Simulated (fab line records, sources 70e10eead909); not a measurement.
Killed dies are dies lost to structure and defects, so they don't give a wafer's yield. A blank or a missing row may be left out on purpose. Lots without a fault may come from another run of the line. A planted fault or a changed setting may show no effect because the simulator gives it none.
Chamber matching | flow nand_harc | NHARC_A_BONDPAD_STRIP_15 on rie_diel-04: 4 sister chambers
The step strips in O2. 4 wafers are shown with their chamber, then 11 later ones without.

WAFERS WITH THEIR CHAMBER
wafer  | chamber | showerhead_plenum_p_Torr (Torr)
L085.2 | 3       | 3.46
L091.2 | 2       | 3.72
L091.6 | 0       | 3.68
L090.3 | 1       | 3.69

WAFERS WITHOUT THEIR CHAMBER
wafer  | showerhead_plenum_p_Torr (Torr)
L090.4 | 3.46
L090.6 | 3.46
L094.1 | 3.68
L094.3 | 3.45
L094.4 | 3.69
L096.1 | 3.69
L096.2 | 3.71
L096.3 | 3.45
L096.4 | 3.68
L096.5 | 3.69
L096.6 | 3.67

WHICH CHAMBER EACH WENT THROUGH
wafer  | from the rows above     | in truth
L090.4 | 3                       | 3
L090.6 | 3                       | 3
L094.1 | can't be placed: 0 or 1 | 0
L094.3 | 3                       | 3
L094.4 | can't be placed: 1 or 0 | 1
L096.1 | can't be placed: 1 or 0 | 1
L096.2 | can't be placed: 2 or 1 | 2
L096.3 | 3                       | 3
L096.4 | can't be placed: 0 or 1 | 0
L096.5 | can't be placed: 1 or 0 | 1
L096.6 | can't be placed: 0 or 1 | 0
Placed correctly: 4 of 11. Can't be placed from these rows: 7 (the true chamber is among the candidates in 7). Placed wrongly: 0.
How it was worked out, from the rows above alone: a wafer's distance from a chamber is the root of the sum, over the readings, of the square of ((its reading less the chamber's mean) divided by the reading's scatter). The wafer belongs to the nearest chamber; if the next one is less than 2 further off, it can't be placed. A chamber's mean is the mean of its shown wafers. The scatter: with one shown wafer a chamber, the root of the mean of the squares of how far each hidden wafer lies from its nearest shown one.
